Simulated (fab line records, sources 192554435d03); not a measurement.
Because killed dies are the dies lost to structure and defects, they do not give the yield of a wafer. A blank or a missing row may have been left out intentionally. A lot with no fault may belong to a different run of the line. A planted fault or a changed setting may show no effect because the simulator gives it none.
Chamber matching || flow n5_finfet || N5_BEOL_M4_PECVD_72 on pecvd-03: 3 sister chambers
The step deposits SiO2 from TEOS/O2, target thk 16 nm, time 18 s. 14 wafers are shown with their chamber, then 7 later ones without.

== WAFERS, EACH WITH ITS CHAMBER ==
{"wafer": "L077.2", "chamber": 1, "throttle_valve_pct (%)": 23.3, "showerhead_plenum_p_Torr (Torr)": 8.65, "heater_power_w (W)": 788}
{"wafer": "L077.5", "chamber": 0, "throttle_valve_pct (%)": 24.0, "showerhead_plenum_p_Torr (Torr)": 8.85, "heater_power_w (W)": 905}
{"wafer": "L077.6", "chamber": 2, "throttle_valve_pct (%)": 20.9, "showerhead_plenum_p_Torr (Torr)": 8.85, "heater_power_w (W)": 707}
{"wafer": "L083.3", "chamber": 0, "throttle_valve_pct (%)": 23.8, "showerhead_plenum_p_Torr (Torr)": 8.86, "heater_power_w (W)": 896}
{"wafer": "L083.5", "chamber": 1, "throttle_valve_pct (%)": 23.6, "showerhead_plenum_p_Torr (Torr)": 8.65, "heater_power_w (W)": 815}
{"wafer": "L083.6", "chamber": 0, "throttle_valve_pct (%)": 23.9, "showerhead_plenum_p_Torr (Torr)": 8.81, "heater_power_w (W)": 917}
{"wafer": "L085.2", "chamber": 0, "throttle_valve_pct (%)": 23.9, "showerhead_plenum_p_Torr (Torr)": 8.86, "heater_power_w (W)": 908}
{"wafer": "L085.3", "chamber": 1, "throttle_valve_pct (%)": 23.5, "showerhead_plenum_p_Torr (Torr)": 8.62, "heater_power_w (W)": 902}
{"wafer": "L085.4", "chamber": 0, "throttle_valve_pct (%)": 24.3, "showerhead_plenum_p_Torr (Torr)": 8.84, "heater_power_w (W)": 894}
{"wafer": "L087.1", "chamber": 0, "throttle_valve_pct (%)": 24.1, "showerhead_plenum_p_Torr (Torr)": 8.85, "heater_power_w (W)": 826}
{"wafer": "L087.3", "chamber": 2, "throttle_valve_pct (%)": 21.5, "showerhead_plenum_p_Torr (Torr)": 8.82, "heater_power_w (W)": 671}
{"wafer": "L087.6", "chamber": 2, "throttle_valve_pct (%)": 21.3, "showerhead_plenum_p_Torr (Torr)": 8.82, "heater_power_w (W)": 698}
{"wafer": "L089.2", "chamber": 2, "throttle_valve_pct (%)": 21.5, "showerhead_plenum_p_Torr (Torr)": 8.84, "heater_power_w (W)": 592}
{"wafer": "L089.5", "chamber": 0, "throttle_valve_pct (%)": 24.1, "showerhead_plenum_p_Torr (Torr)": 8.83, "heater_power_w (W)": 901}

SIGNATURES, as means of the wafers listed above
{"reading": "throttle_valve_pct", "chamber 0": 24.014, "chamber 1": 23.467, "chamber 2": 21.300, "scatter within a chamber": 0.203}
{"reading": "showerhead_plenum_p_Torr", "chamber 0": 8.8429, "chamber 1": 8.6400, "chamber 2": 8.8325, "scatter within a chamber": 0.0171}
{"reading": "heater_power_w", "chamber 0": 892.43, "chamber 1": 835.00, "chamber 2": 667.00, "scatter within a chamber": 43.5}
Rule: distance of a wafer from a chamber = root of the sum over the readings of ((wafer's reading minus chamber's mean) / reading's scatter) squared. If the next closest chamber is less than 2 further off than the closest, the wafer can't be placed; otherwise it belongs to the closest. The scatter is the square root of a quotient: the sum, over the shown wafers, of each reading's squared deviation from its chamber's mean, divided by wafers minus chambers.

== WAFERS WITH NO CHAMBER GIVEN ==
{"wafer": "L089.6", "throttle_valve_pct (%)": 21.3, "showerhead_plenum_p_Torr (Torr)": 8.83, "heater_power_w (W)": 578}
{"wafer": "L095.3", "throttle_valve_pct (%)": 23.3, "showerhead_plenum_p_Torr (Torr)": 8.65, "heater_power_w (W)": 898}
{"wafer": "L095.5", "throttle_valve_pct (%)": 23.4, "showerhead_plenum_p_Torr (Torr)": 8.65, "heater_power_w (W)": 885}
{"wafer": "L095.6", "throttle_valve_pct (%)": 21.6, "showerhead_plenum_p_Torr (Torr)": 8.84, "heater_power_w (W)": 696}
{"wafer": "L094.1", "throttle_valve_pct (%)": 23.5, "showerhead_plenum_p_Torr (Torr)": 8.64, "heater_power_w (W)": 866}
{"wafer": "L094.5", "throttle_valve_pct (%)": 23.8, "showerhead_plenum_p_Torr (Torr)": 8.86, "heater_power_w (W)": 913}
{"wafer": "L094.6", "throttle_valve_pct (%)": 21.4, "showerhead_plenum_p_Torr (Torr)": 8.82, "heater_power_w (W)": 690}

== THE CHAMBER EACH PASSED THROUGH ==
{"wafer": "L089.6", "from the rows above": 2, "in truth": 2}
{"wafer": "L095.3", "from the rows above": 1, "in truth": 1}
{"wafer": "L095.5", "from the rows above": 1, "in truth": 1}
{"wafer": "L095.6", "from the rows above": 2, "in truth": 2}
{"wafer": "L094.1", "from the rows above": 1, "in truth": 1}
{"wafer": "L094.5", "from the rows above": 0, "in truth": 0}
{"wafer": "L094.6", "from the rows above": 2, "in truth": 2}
Correct placement for 7 of the 7. Left unplaced by these rows: 0. Wrongly placed: 0.
